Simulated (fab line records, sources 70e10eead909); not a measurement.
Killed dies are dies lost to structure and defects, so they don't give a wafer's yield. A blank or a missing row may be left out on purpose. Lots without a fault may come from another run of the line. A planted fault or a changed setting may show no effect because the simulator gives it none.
fab line records | flow nand_harc
record lots=5 wafers=15 last_day=24
route steps=1159 shown A_BLC@976 A_M0@994 END@1159
lots that met no fault: from a run of the same line without faults
start_h: hours from the record's first day to the start of the lot's first wafer shown | wait_h: hours since the lot's step before | " the same as in the row above | L1.1+2: a row that stands for several wafers | - no value, or no start given | * or withheld: withheld | < > ~ a bound
route shown NAME@n: a module of which the file shows steps, and the number in the route of the first | usual: mean/standard deviation of fault-free wafers | same: alike in all rows | chamber/n: place in a boat | sites: the reading at each site | _std_site: their standard deviation | _edge_site: outer sites' mean less inner sites' | radius_mm: how far each site lies from the wafer's centre | mask NAME#n: copy n | behind: the tool/chamber that last shaped the wafer | hold: why the lot was held/for how many hours/how that ended | device: the transistor (n, p or np) that didn't switch | end of line: the same wafers' tests at the end of the route | a step without rows: its recipe alone | killed: dies lost to structure and defects at the first sort, not the wafer's yield | map: a wafer's dies, x killed, . not, _ none there
set.NAME: the setting as run; set.NAME@STEP: as run at that earlier step | model.NAME: the simulator's own value behind a step, which no gauge read
lots at some steps of the route; a table a step, a row a wafer
services: from which hour (start_h, from the record's first day; less than 0 if before it) a tool's chamber was out of use, for how many hours, and why
## steps
# step NHARC_A_BLC_INSPECT_12
# usual raw_defect_count=32/14
# columns lot.wafer tool chamber start_h wait_h raw_defect_count
L346.1 defect_inspect-02 - 400.72 0.0 44
L346.2 " - " " 45
L346.5 " - " " 35
L347.2 defect_inspect-02 - 410.47 0.0 20
L347.3 " - " " 23
L347.4 " - " " 34
L348.2 defect_inspect-02 - 420.58 0.0 30
L348.3 " - " " 26
L348.4 " - " " 27
L353.1 defect_inspect-02 - 448.63 0.0 31
L353.4 " - " " 37
L353.5 " - " " 32
L367.1 defect_inspect-02 - 530.32 0.0 20
L367.2 " - " " 14
L367.5 " - " " 25
# step NHARC_A_BLC_DESCUM_15
# recipe time_s=3 o2_flow_sccm=200 ar_flow_sccm=0 bias_power_w=0 chemistry=O2
# step NHARC_A_BLC_ETCH_16
# recipe target_depth_a=390 over_etch_frac=0.3 time_s=65 ion_energy_ev=80 cf4_flow_sccm=150 ar_flow_sccm=0 rf_w=300 bias_w=100 chemistry=CF4
# step NHARC_A_BLC_ETCH_17
# recipe target_depth_a=3900 over_etch_frac=0.25 time_s=609.38 ion_energy_ev=200 n2_flow_sccm=150 h2_flow_sccm=150 ar_flow_sccm=0 rf_w=400 bias_w=150 chemistry=N2/H2
# step NHARC_A_BLC_ETCH_18
# recipe target_depth_a=9100 c4f8_flow_sccm=20 o2_flow_sccm=10 ar_flow_sccm=withheld rf_w=600 bias_w=1500 chemistry=C4F8/O2/Ar
# step NHARC_A_BLC_CD_MEAS_19
# usual cd_nm=100.6/1.8
# columns lot.wafer tool chamber start_h wait_h cd_nm
L346.1 cd_sem-01 - 401.93 - 101.8
L346.2 " - " " 99.3
L346.5 " - " " 100.4
L347.2 cd_sem-03 - 411.49 - 105.3
L347.3 " - " " 103.9
L347.4 " - " " 99.8
L348.2 cd_sem-01 - 421.79 - 98.8
L348.3 " - " " 100.5
L348.4 " - " " 100.0
L353.1 cd_sem-01 - 449.85 - 98.9
L353.4 " - " " 101.7
L353.5 " - " " 96.9
L367.1 cd_sem-01 - 531.53 - 99.9
L367.2 " - " " 100.6
L367.5 " - " " 99.5
# step NHARC_A_BLC_STRIP_29
# recipe cf4_flow_sccm=150 ar_flow_sccm=0 bias_w=0 chemistry=CF4
# usual drypump_motor_current_A=5.8/0.45 oes_product_au=0.998/0.0084 rf_vpp_V=59.3/0.89 showerhead_plenum_p_Torr=1.77/0.06 throttle_valve_pct=13.284/0.0082
# columns lot.wafer tool chamber start_h wait_h drypump_motor_current_A oes_product_au rf_hours_counter_h rf_vpp_V showerhead_plenum_p_Torr throttle_valve_pct
L346.1 rie_diel-09 1 402.01 0.1 6.5 1.014 20 58.0 1.80 13.288
L346.2 " 0 " " 6.0 1.004 15 58.0 1.78 13.289
L346.5 " 1 " " 6.5 1.009 - 59.8 1.80 13.287
L347.2 rie_diel-02 0 411.56 0.1 5.6 0.997 6 59.0 1.83 13.285
L347.4 " 1 " " 5.0 0.994 7 60.1 1.75 13.300
L347.3 " 2 " " 5.3 1.000 6 57.7 1.74 13.268
L348.3 rie_diel-08 0 421.88 0.1 5.7 1.002 48 59.5 1.66 13.278
L348.4 " 1 " " 5.5 0.995 41 59.5 1.74 13.285
L348.2 " 2 " " 6.0 1.005 47 59.6 1.68 13.302
L353.1 rie_diel-09 0 449.93 0.1 6.0 0.995 2 60.4 1.77 13.274
L353.4 " 0 " " 6.0 0.985 - 60.2 1.77 13.265
L353.5 " 1 " " 6.5 0.995 - 60.1 1.80 13.287
L367.1 rie_diel-09 1 531.62 0.1 6.5 1.000 12 59.2 1.80 13.286
L367.2 " 2 " " 6.2 1.002 5 60.1 1.80 13.263
L367.5 " 1 " " 6.5 0.991 - 60.4 1.80 13.284
# step NHARC_A_BLC_STRIP_21
# recipe o2_flow_sccm=500 ar_flow_sccm=0 bias_w=0 chemistry=O2
# step NHARC_A_BLC_STRIP_22
# recipe time_s=600 temp_c=30 chemistry=post_etch_residue_remover
# step NHARC_A_BLC_DEGAS_30
# recipe temp_c=300 time_s=60
# step NHARC_A_BLC_PRE_CLEAN_31
# recipe time_s=15 bias_v=250 gas=Ar
# step NHARC_A_BLC_PVD_32
# recipe target_thk_a=50 chamber_pressure_pa=5 power_w=5000 substrate_temp_c=200 time_s=17.7 material=Ti
# step NHARC_A_BLC_ALD_23
# recipe target_thk_a=30 pulse_time_s=1 ald_cycles=150 temp_c=450 material=TiN
# usual heater_power_w=1069/88 precursor_pulse_height_rel=0.999/0.019 susceptor_temp_C=450.02/0.24
# columns lot.wafer tool chamber start_h wait_h heater_power_w precursor_pulse_height_rel susceptor_temp_C
L346.1 ald_metal-01 3 402.85 - 1183 1.004 449.94
L346.2 " 1 " " 904 1.009 450.14
L346.5 " 2 " " 1246 0.948 449.98
L347.2 ald_metal-01 3 412.35 - 1124 0.985 450.42
L347.3 " 0 " " 1025 0.992 450.24
L347.4 " 1 " " 910 1.025 449.59
L348.2 ald_metal-03 1 422.64 - 982 1.001 449.94
L348.4 " 2 " " 1160 1.006 450.21
L348.3 " 0 " " 1021 0.984 450.00
L353.1 ald_metal-03 1 450.81 - 971 0.996 449.89
L353.4 " 0 " " 1003 0.989 450.05
L353.5 " 2 " " 1190 1.026 450.42
L367.2 ald_metal-01 3 532.43 - 1095 0.975 449.89
L367.1 " 1 " " 893 0.995 450.22
L367.5 " 2 " " 1176 0.980 450.10
# step NHARC_A_BLC_CVD_24
# recipe target_thk_a=1500 temp_c=300 pressure_torr=40 wf6_flow_sccm=40 h2_flow_sccm=1600 ar_flow_sccm=1560 time_s=434 material=W
# usual heater_power_w=496/77 susceptor_temp_C=299.99/0.16 throttle_valve_pct=7.95/0.17
# columns lot.wafer tool chamber start_h wait_h heater_power_w susceptor_temp_C throttle_valve_pct
L346.1 cvd_w-02 1 - - 508 300.07 8.15
L346.2 " 0 " " 393 299.79 8.01
L346.5 " 0 " " 389 300.27 7.75
L347.2 cvd_w-02 1 - - 509 300.20 7.95
L347.4 " 0 " " 385 299.71 7.70
L347.3 " 1 " " 523 300.27 8.05
L348.2 cvd_w-01 1 - - 591 300.13 7.89
L348.4 " 1 " " 595 299.99 7.90
L348.3 " 0 " " 466 299.77 7.82
L353.1 cvd_w-02 0 - - 392 299.91 7.70
L353.4 " 1 " " 511 300.07 8.46
L353.5 " 1 " " 516 299.77 8.13
L367.1 cvd_w-02 1 - - 526 299.80 8.21
L367.2 " 0 " " 396 300.08 7.83
L367.5 " 1 " " 521 299.97 7.91
# step NHARC_A_BLC_CMP_25
# recipe t_overpolish_s=30 target_thk_nm=150
# usual motor_current_A=12.2/1.4 overpolish_run_s=30.001/0.0089 time_to_endpoint_s=30.3/2.9
# columns lot.wafer tool chamber start_h wait_h motor_current_A overpolish_run_s time_to_endpoint_s
L346.2 cmp-01 1 408.76 0.4 11.9 30.002 36.6
L346.1 " 2 " " 12.0 29.996 31.4
L346.5 " 2 " " 11.9 29.991 30.9
L347.2 cmp-02 3 413.07 0.4 13.3 30.013 28.4
L347.4 " 0 " " 11.1 29.986 31.6
L347.3 " 1 " " 13.4 30.002 26.0
L348.2 cmp-04 1 424.52 0.5 10.9 29.996 29.6
L348.4 " 2 " " 12.4 30.007 30.6
L348.3 " 3 " " 11.2 29.994 31.1
L353.4 cmp-01 2 452.92 0.3 11.4 30.021 28.3
L353.1 " 3 " " 13.5 30.007 33.7
L353.5 " 1 " " 12.4 30.013 34.2
L367.2 cmp-02 0 534.20 0.4 11.6 30.009 29.9
L367.1 " 1 " " 13.2 30.017 24.1
L367.5 " 2 " " 9.8 29.985 27.1
# step NHARC_A_BLC_SRD_27
# step NHARC_A_M0_DEP_00
# recipe target_thk_a=1500 target_thk_nm=150 temp_c=withheld pressure_torr=5 flow_sccm=200 rf_w=600 material=SiOC
# step NHARC_A_M0_DEHYDRATE_01
# recipe temp_c=150 time_s=120
# step NHARC_A_M0_HMDS_02
# recipe time_s=30
# step NHARC_A_M0_COAT_33
# recipe temp_c=200 time_s=65
# step NHARC_A_M0_COAT_03
# recipe spin_rpm=1500 resist_thk_nm=90
# step NHARC_A_M0_SOFTBAKE_04
# recipe temp_c=105 time_s=55
# step NHARC_A_M0_EBR_05
# step NHARC_A_M0_EXPOSE_06
# recipe na=1.35 target_cd_nm=80 dose_mj=83.25 mask_id=A_M0
# step NHARC_A_M0_PEB_07
# recipe peb_temp_c=100 peb_time_s=65
# step NHARC_A_M0_DEVELOP_08
# recipe develop_time_s=35 dev_temp_c=23
# step NHARC_A_M0_CD_MEAS_09
# recipe target_cd_nm=80 landing_energy_ev=500
# usual cd_nm=80.1/0.63
# columns lot.wafer tool chamber start_h wait_h cd_nm
L346.1 cd_sem-03 0 410.07 - 79.9
L346.2 " 0 " " 79.7
L346.5 " 0 " " 80.2
L347.2 cd_sem-02 0 414.41 - 79.5
L347.3 " 0 " " 80.5
L347.4 " 0 " " 80.9
L348.2 cd_sem-02 0 426.23 - 79.7
L348.3 " 0 " " 80.3
L348.4 " 0 " " 81.3
L353.1 cd_sem-02 0 454.05 - 81.0
L353.4 " 0 " " 80.8
L353.5 " 0 " " 80.2
L367.1 cd_sem-02 0 535.48 - 80.0
L367.2 " 0 " " 80.1
L367.5 " 0 " " 79.1
# step NHARC_A_M0_OVL_MEAS_10
# recipe pitch_nm=160
# usual overlay_x_nm=0.1/0.69 overlay_y_nm=-0.2/0.86
# columns lot.wafer tool chamber start_h wait_h overlay_x_nm overlay_y_nm
L346.1 overlay-01 - 410.16 - -0.6 0.4
L346.2 " - " " -0.1 0.7
L346.5 " - " " 0.2 0.9
L347.2 overlay-02 - 414.49 - 0.1 1.1
L347.3 " - " " 0.1 1.0
L347.4 " - " " 0.2 0.1
L348.2 overlay-02 - 426.31 - -0.7 -0.2
L348.3 " - " " -0.1 -0.6
L348.4 " - " " -0.6 0.1
L353.1 overlay-02 - 454.14 - 0.4 -1.5
L353.4 " - " " 0.8 -1.2
L353.5 " - " " 0.7 -1.5
L367.1 overlay-02 - 535.56 - 0.6 1.3
L367.2 " - " " 0.5 1.2
L367.5 " - " " 1.1 1.5
# step NHARC_A_M0_DESCUM_14
# recipe time_s=3 o2_flow_sccm=200 ar_flow_sccm=0 bias_power_w=0 chemistry=O2
# step NHARC_A_M0_ETCH_34
# recipe target_depth_a=400 overetch_a=120 time_s=43.94 ion_energy_ev=200 n2_flow_sccm=150 h2_flow_sccm=150 ar_flow_sccm=0 rf_w=400 bias_w=150 chemistry=N2/H2
# step NHARC_A_M0_ETCH_15
# recipe target_depth_a=1500 overetch_a=150 time_s=82.5 c4f8_flow_sccm=withheld ar_flow_sccm=400 rf_w=600 bias_w=300 chemistry=C4F8/Ar
# step NHARC_A_M0_CD_MEAS_16
# usual cd_nm=80.2/0.74
# columns lot.wafer tool chamber start_h wait_h cd_nm
L346.1 cd_sem-02 - 410.55 - 79.6
L346.2 " - " " 80.9
L346.5 " - " " 80.1
L347.2 cd_sem-02 - 414.89 - 80.4
L347.3 " - " " 79.6
L347.4 " - " " 80.7
L348.2 cd_sem-02 - 426.71 - 79.4
L348.3 " - " " 81.0
L348.4 " - " " 81.7
L353.1 cd_sem-01 - 454.53 - 81.6
L353.4 " - " " 81.2
L353.5 " - " " 80.3
L367.1 cd_sem-01 - 535.96 - 80.3
L367.2 " - " " 79.5
L367.5 " - " " 78.8
# step NHARC_A_M0_STRIP_18
# recipe power_w=1000 n2_flow_sccm=150 h2_flow_sccm=150 ar_flow_sccm=0 bias_w=0 chemistry=N2/H2
# usual drypump_motor_current_A=5.5/0.48 oes_product_au=0.998/0.01 rf_vpp_V=90.5/1 showerhead_plenum_p_Torr=2.01/0.082 throttle_valve_pct=14.171/0.0086
# columns lot.wafer tool chamber start_h wait_h drypump_motor_current_A oes_product_au rf_hours_counter_h rf_vpp_V showerhead_plenum_p_Torr throttle_valve_pct
L346.2 rie_diel-12 1 410.68 0.1 4.8 0.994 2 90.0 2.02 14.174
L346.1 " 2 " " 6.5 0.988 2 90.4 1.89 14.167
L346.5 " 0 " " 6.0 0.986 - 89.9 1.91 14.176
L347.3 rie_diel-12 2 414.96 0.1 6.5 0.986 3 91.2 1.89 14.173
L347.4 " 0 " " 6.0 0.978 3 90.0 1.91 14.180
L347.2 " 1 " " 4.8 1.000 3 89.2 2.02 14.180
L348.2 rie_diel-12 1 426.78 0.1 4.8 1.000 4 90.5 2.02 14.187
L348.3 " 2 " " 6.6 0.975 4 89.9 1.89 14.176
L348.4 " 3 " " 5.1 1.007 3 89.3 1.90 14.182
L353.1 rie_diel-05 3 454.63 0.1 6.0 1.001 9 89.8 1.93 14.160
L353.4 " 0 " " 5.0 0.996 9 88.5 1.99 14.175
L353.5 " 3 " " 6.1 1.009 - 90.5 1.93 14.169
L367.1 rie_diel-05 2 536.03 0.1 5.4 0.986 0 90.1 2.04 14.178
L367.2 " 0 " " 5.0 1.002 0 89.6 1.99 14.162
L367.5 " 0 " " 4.9 1.005 - 91.5 1.99 14.168
# step NHARC_A_M0_STRIP_19
# recipe time_s=600 temp_c=30 chemistry=post_etch_residue_remover
# step NHARC_A_M0_DEGAS_28
# recipe temp_c=250 time_s=60
# step NHARC_A_M0_PRE_CLEAN_29
# recipe time_s=30 temp_c=280 gas=H2/He
# step NHARC_A_M0_PVD_20
# recipe target_thk_a=50 bias_v=168.6 power_w=15000 chamber_pressure_pa=0.12 time_s=8.06 substrate_temp_c=50 material=TaN
# step NHARC_A_M0_PVD_21
# recipe target_thk_a=300 chamber_pressure_pa=5 power_w=5000 substrate_temp_c=30 time_s=20.49 material=Cu
# usual cathode_dc_power_W=5000.0/0.96 chamber_pressure_pa=5.000/0.0097 throttle_valve_pct=30.0/0.75
# columns lot.wafer tool chamber start_h wait_h cathode_dc_power_W chamber_pressure_pa throttle_valve_pct
L346.1 pvd_sputter-02 - - - 4999.9 5.003 30.0
L346.2 " - " " 4998.7 4.998 29.1
L346.5 " - " " 5000.7 4.997 28.8
L347.3 pvd_sputter-03 - - - 4999.4 5.006 31.1
L347.4 " - " " 5000.1 4.994 30.5
L347.2 " - " " 4999.5 5.004 29.7
L348.4 pvd_sputter-01 - - - 5000.2 5.009 30.5
L348.3 " - " " 4999.6 5.002 29.2
L348.2 " - " " 5000.3 5.003 31.3
L353.4 pvd_sputter-01 - - - 5000.7 4.997 29.4
L353.1 " - " " 5000.7 4.997 30.8
L353.5 " - " " 5000.0 4.987 31.3
L367.2 pvd_sputter-02 - - - 4999.7 4.985 28.9
L367.1 " - " " 5001.1 5.000 29.2
L367.5 " - " " 5000.9 5.008 29.2
# step NHARC_A_M0_ECD_22
# recipe target_thk_a=4000 bath_temp_c=25 material=Cu
# step NHARC_END_SORT_01
# recipe temp_c=25
# usual killed_at_array=29/10 killed_at_other=0.7/1.1 killed_at_periphery=3.2/2.2 killed_dies=33/11 killed_open=3.5/1.8 killed_short=2.0/1.4
# same gross_dies=677
# columns lot.wafer tool chamber start_h wait_h killed_at_array killed_at_other killed_at_periphery killed_dies killed_open killed_short
L353.1 prober-02 0 498.24 2.5 78 1 2 81 2 1
L353.4 prober-02 0 500.64 3.4 91 1 1 93 6 1
L353.5 prober-02 0 501.44 3.7 59 0 7 66 0 4
# killed by level:class
L353.1 A_BLC:unspecified=51 A_SLIT:chamber_film_flake=9 A_STAIRCASE:chamber_film_flake=6 A_CHANNEL_HOLE_D1:chamber_film_flake=4 A_CONTACT:chamber_film_flake=3 A_BONDPAD:chamber_film_flake=2 P_CONTACT:geometric_particle:open=1 A_ONON_D1:geometric_particle:short=1
L353.4 A_BLC:unspecified=51 A_SLIT:chamber_film_flake=23 A_CHANNEL_HOLE_D1:chamber_film_flake=4 A_BONDPAD:chamber_film_flake=4 A_CONTACT:geometric_particle:open=3 A_WL_FILL:chamber_film_flake=2 P_GATE:geometric_particle:open=1 A_ONON_D1:geometric_particle:open=1
L353.5 A_BLC:unspecified=33 A_SLIT:chamber_film_flake=9 A_STAIRCASE:chamber_film_flake=6 A_BONDPAD:chamber_film_flake=4 P_M0:chamber_film_flake=4 A_CHANNEL_HOLE_D1:chamber_film_flake=4 P_STI:chamber_film_flake=2 P_STI:geometric_particle:short=1
# map L353.4 (x killed, . not)
____________.____________
_________....x.._________
_______..........._______
______...........x.______
_____..............._____
____.................____
____...............x.____
___...................___
___...................___
__.....................__
__.....................__
_x.x...x................_
_xxx...................._
_xxxx..............x...._
_xxxxx.................._
_xxxxx.................._
xxxxxxx..................
xxxxxx...................
xxxxx.............x......
xxxxx.......xx...........
.xxxx......x..xx.........
_xxxx.....x.xx..x......._
_x.........x.xx.....x..._
_.........xx.xxx........_
_........x..x...x......._
_............xx........._
__............x........__
__..........x..x.....x.__
___......x............___
___..............xx...___
____...........x.....____
____...x............x____
_____.....x......x.._____
______.............______
_______..........._______
_________......._________
____________x____________
# map L348.4 (x killed, . not)
____________.____________
_________......._________
_______..........._______
______.............______
_____..............._____
____.................____
____.................____
___..................x___
___...................___
__.....................__
__.....................__
_......................._
_......................._
_......................._
_.....................x._
_......................._
.........................
.........................
...x.....................
...........x.............
....x......x.x...........
_...x..x...xx..........._
_............x.........._
_..........x..x........._
_....x.....x............_
_..x...........x.....x.._
__..........x.x........__
__.........x.........x.__
___................x..___
___....xx...x.........___
____.................____
____x.........x......____
_____............x.._____
______..........xxx______
_______..........x_______
_________......._________
____________.____________
## services
# columns tool chamber start_h hours kind
cvd_w-02 - 379.08 13.0 pm
rie_diel-12 - 379.40 9.0 pm
cmp-01 - 390.25 0.4 repair
pvd_sputter-02 - 392.02 10.0 pm
rie_diel-09 2 398.02 100.3 repair
cmp-02 - 415.29 1.5 repair
cmp-01 - 415.29 2.8 repair
cmp-02 - 422.56 4.0 pm
cmp-01 - 425.33 1.7 repair
rie_diel-09 - 431.10 9.0 pm
ald_metal-01 - 458.00 10.0 pm
rie_diel-09 - 469.69 0.6 repair
cmp-01 - 473.50 4.0 pm
ald_metal-01 - 483.68 2.2 repair
cmp-01 - 492.15 7.7 repair
ald_metal-03 - 500.00 10.0 pm
cmp-02 - 508.52 2.3 repair
rie_diel-12 0 509.19 1.3 repair
rie_diel-09 1 512.44 7.1 repair
cmp-01 - 513.85 2.9 repair
rie_diel-05 1 514.45 22.9 repair
ald_metal-01 3 515.34 10.9 repair
rie_diel-05 - 518.25 9.0 pm
rie_diel-09 0 520.62 11.6 repair
## key
first_sign step=NHARC_END_SORT_01 reading=killed_at_array direction=up sigmas=4.6 usual=29 struck=76
effect step=NHARC_END_SORT_01 reading=killed_dies direction=up sigmas=4.5 usual=33 struck=80
more_kills_born_at NHARC_A_BLC_ALD_23@ald_metal-03=135
met_at NHARC_A_BLC_ALD_23
struck_wafers L353.1,L353.4,L353.5
tester_left_out L353
onset_between 422.64 450.81
also_fits NHARC_A_BLC_CMP_25:cmp-01,NHARC_A_M0_PVD_21:pvd_sputter-01
fault kind=chamber_particle_source tool=ald_metal-03 chamber=- onset_h=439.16 steps=NHARC_A_BLC_ALD_23 rate_per_visit_cm2=0.55501 end_h=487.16
# tester_left_out: of these lots the tester's yield and bins aren't shown, on N5 and GAA mostly nor the transistor test; their killed dies are dies lost to structure and defects alone, not to doping, threshold or leakage, so they don't give the yield
